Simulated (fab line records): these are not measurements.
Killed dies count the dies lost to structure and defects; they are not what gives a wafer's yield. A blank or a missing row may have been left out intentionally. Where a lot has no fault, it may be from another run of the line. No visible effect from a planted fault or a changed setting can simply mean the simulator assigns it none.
Which tool was responsible?	flow nand_harc	Sampling: 13 lots, 39 wafers, 6 of 1302 route steps

== WHAT THE GAUGES SHOWED, per wafer ==
NHARC_P_ZERO_WELL_CD_MEAS_24 targets a cd of 720 nm. Usual: cd_nm reads 719.4 nm (standard deviation 1.3).
lot	measured	on	cd_nm (nm)	flag
L602	day 1 22:38	cd_sem-01	718.9 719.9 717.9	
L603	day 2 08:35	cd_sem-01	718.9 719.1 721.1	
L604	day 2 22:17	cd_sem-02	717.4 718.1 717.2	
L606	day 3 14:28	cd_sem-02	719.5 719.8 718.5	
L609	day 4 20:28	cd_sem-02	- - -	OFF
L610	day 5 06:19	cd_sem-03	720.8 720.1 719.8	
L615	day 7 08:35	cd_sem-01	718.7 718.6 720.7	
L617	day 8 04:29	cd_sem-02	718.9 720.0 719.4	
L618	day 8 14:37	cd_sem-03	719.3 718.9 718.9	
L619	day 9 00:34	cd_sem-03	720.0 719.4 720.3	
L621	day 9 20:36	cd_sem-02	718.9 715.8 719.2	
L622	day 10 06:35	cd_sem-02	718.1 719.8 721.2	
L623	day 10 16:27	cd_sem-01	720.3 721.4 720.8	

NHARC_P_GATE_CD_MEAS_11 targets a cd of 1640 nm. Usual: cd_nm reads 1639.4 nm (standard deviation 1.2).
lot	measured	on	cd_nm (nm)	flag
L602	day 4 08:40	cd_sem-01	1639.8 1638.5 1640.8	
L603	day 4 23:47	cd_sem-02	1640.2 1640.1 1638.3	
L604	day 5 08:41	cd_sem-03	1640.4 1638.7 1639.9	
L606	day 6 10:46	cd_sem-03	1639.9 1639.2 1640.5	
L610	day 7 19:30	cd_sem-03	1639.7 1639.2 1638.0	
L615	day 9 16:39	cd_sem-03	1640.1 1640.3 1640.4	
L617	day 10 11:42	cd_sem-03	1639.9 1638.6 1638.9	
L618	day 10 22:49	cd_sem-02	1639.6 1640.9 1640.5	
L619	day 11 08:39	cd_sem-01	1638.0 1637.7 1638.0	
L621	day 12 01:32	cd_sem-03	1637.1 1639.9 1638.1	
L622	day 12 17:58	cd_sem-01	1640.0 1638.4 1640.6	
L623	day 13 02:13	cd_sem-03	1639.6 1639.2 1637.2	

NHARC_END_SORT_01. Usual: killed_at_array 53, standard deviation 19; killed_at_other 0.8, standard deviation 1.2; killed_at_periphery 3.7, standard deviation 2.3; killed_dies 57, standard deviation 19; killed_open 3.2, standard deviation 1.7; killed_short 2.6, standard deviation 1.8.
lot	measured	on	killed_at_array	killed_at_other	killed_at_periphery	killed_dies	killed_open	killed_short	flag
L609	day 27 08:58	prober-01	73 80 64	2 0 0	602 597 613	677 677 677	2 4 6	1 3 3	OFF

== TOOL THAT RAN EACH LOT (tool first, then ch and the chambers of the sampled wafers, then the start) ==
lot	NHARC_P_ZERO_WELL_EXPOSE_21	NHARC_P_STI_CMP_21	NHARC_P_GATE_DESCUM_31
L602	krf_scanner-03 ch 0, day 1 22:28	cmp-04 ch 0,2,3, day 3 15:42	rie_diel-06 ch 0,1, day 4 23:41
L603	krf_scanner-03 ch 0, day 2 08:26	cmp-04 ch 0,1,2, day 4 03:53	rie_diel-03 ch 1,2, day 5 13:52
L604	krf_scanner-02 ch 0, day 2 22:08	cmp-04 ch 0,1,2, day 4 12:29	rie_diel-03 ch 1,2,3, day 5 23:37
L606	krf_scanner-03 ch 0, day 3 14:19	cmp-02 ch 1,3, day 5 13:50	rie_diel-13 ch 0,1,3, day 7 03:32
L609	krf_scanner-02 ch 0, day 4 20:18	-	-
L610	krf_scanner-02 ch 0, day 5 06:10	cmp-01 ch 1,3, day 7 02:32	rie_diel-03 ch 1,3, day 8 09:43
L615	krf_scanner-02 ch 0, day 7 08:26	cmp-02 ch 2,3, day 9 00:35	rie_diel-06 ch 1,2, day 10 06:31
L617	krf_scanner-04 ch 0, day 8 04:20	cmp-04 ch 1,2,3, day 9 21:39	rie_diel-06 ch 0,1,3, day 11 01:52
L618	krf_scanner-03 ch 0, day 8 14:27	cmp-02 ch 0,1,2, day 10 05:58	rie_diel-13 ch 0,2,3, day 11 15:59
L619	krf_scanner-02 ch 0, day 9 00:25	cmp-01 ch 1,2,3, day 10 16:05	rie_diel-06 ch 0,1,2, day 11 22:56
L621	krf_scanner-02 ch 0, day 9 20:26	cmp-04 ch 1,3, day 11 11:04	rie_diel-13 ch 0,2, day 12 19:55
L622	krf_scanner-04 ch 0, day 10 06:25	cmp-04 ch 1,2,3, day 12 00:59	rie_diel-03 ch 2,3, day 13 09:26
L623	krf_scanner-03 ch 0, day 10 16:17	cmp-01 ch 0,1, day 12 09:14	rie_diel-13 ch 0,2, day 13 22:23
- NHARC_P_ZERO_WELL_EXPOSE_21: exposes mask P NWELL, target cd 720 nm.
- NHARC_P_STI_CMP_21: polishes, t overpolish 20 s, target thk 380.67 nm.
- NHARC_P_GATE_DESCUM_31: chemistry O2, time 3 s.

== AS READ BY THE TOOLS THEMSELVES (means over the sampled wafers that have a number; for cases with no such wafer, the mark the record gives instead) ==
NHARC_P_STI_CMP_21. Usual: motor_current_A 12.3 A, standard deviation 1.1; overpolish_run_s 20.001 s, standard deviation 0.0086.
lot	tool	motor_current_A (A)	overpolish_run_s (s)	flag
L602	cmp-04	11.9	19.991	
L603	cmp-04	12.0	20.010	
L604	cmp-04	12.1	19.989	
L606	cmp-02	11.9	20.001	
L610	cmp-01	12.9	20.003	
L615	cmp-02	12.2	20.008	
L617	cmp-04	12.7	20.002	
L618	cmp-02	12.9	20.001	
L619	cmp-01	13.1	20.003	
L621	cmp-04	12.0	19.997	
L622	cmp-04	13.0	20.004	
L623	cmp-01	11.8	20.006	

NHARC_P_GATE_DESCUM_31. Usual: drypump_motor_current_A 5.4 A, standard deviation 0.45; oes_product_au 0.997 a.u., standard deviation 0.01; rf_vpp_V 57.7 V, standard deviation 0.95; showerhead_plenum_p_Torr 1.90 Torr, standard deviation 0.094; throttle_valve_pct 11.310 %, standard deviation 0.0088.
lot	tool	drypump_motor_current_A (A)	oes_product_au (a.u.)	rf_vpp_V (V)	showerhead_plenum_p_Torr (Torr)	throttle_valve_pct (%)	flag
L602	rie_diel-06	5.6	1.001	57.5	1.90	11.309	
L603	rie_diel-03	5.2	1.011	58.1	1.99	11.319	
L604	rie_diel-03	5.0	1.006	58.2	1.95	11.307	
L606	rie_diel-13	5.3	0.995	57.4	1.90	11.309	
L610	rie_diel-03	5.0	1.004	57.7	1.92	11.311	
L615	rie_diel-06	5.4	0.984	57.5	1.80	11.312	
L617	rie_diel-06	5.9	1.001	56.6	1.84	11.313	
L618	rie_diel-13	5.4	1.001	58.5	1.95	11.315	
L619	rie_diel-06	5.4	0.996	58.8	1.86	11.304	
L621	rie_diel-13	5.4	1.000	57.5	1.90	11.309	
L622	rie_diel-03	5.0	0.988	57.7	1.97	11.313	
L623	rie_diel-13	5.5	0.999	56.4	1.90	11.312	

== THE ANSWER, worked out from the rows above alone ==
Rule: lot off if the mean of its wafers having a number is beyond 3 standard deviations from the usual mean. A lot without any number at a reading at which 4 lots or more have one is off too. The other lots that the step has rows for count as sound. Order of review: gauges by route order, followed by the tools' own readings, for which a lot's mean as printed above is used. At the first step where some lot is off, the reading lying furthest off is the one used; lots without a number count as furthest.
Off at NHARC_P_ZERO_WELL_CD_MEAS_24 (cd_nm): L609. Without a number there: L609.
If a tool, at a process step before that reading, ran all the lots that are off and no sound lot after the first of them, it fits. Not tried: the gauges at NHARC_P_ZERO_WELL_CD_MEAS_24; whatever is off there is also off at NHARC_END_SORT_01, on other tools, and gauge error can't account for it. Of those tried, none fits.

== WHAT HAD BEEN PUT IN BY THE SIMULATOR ==
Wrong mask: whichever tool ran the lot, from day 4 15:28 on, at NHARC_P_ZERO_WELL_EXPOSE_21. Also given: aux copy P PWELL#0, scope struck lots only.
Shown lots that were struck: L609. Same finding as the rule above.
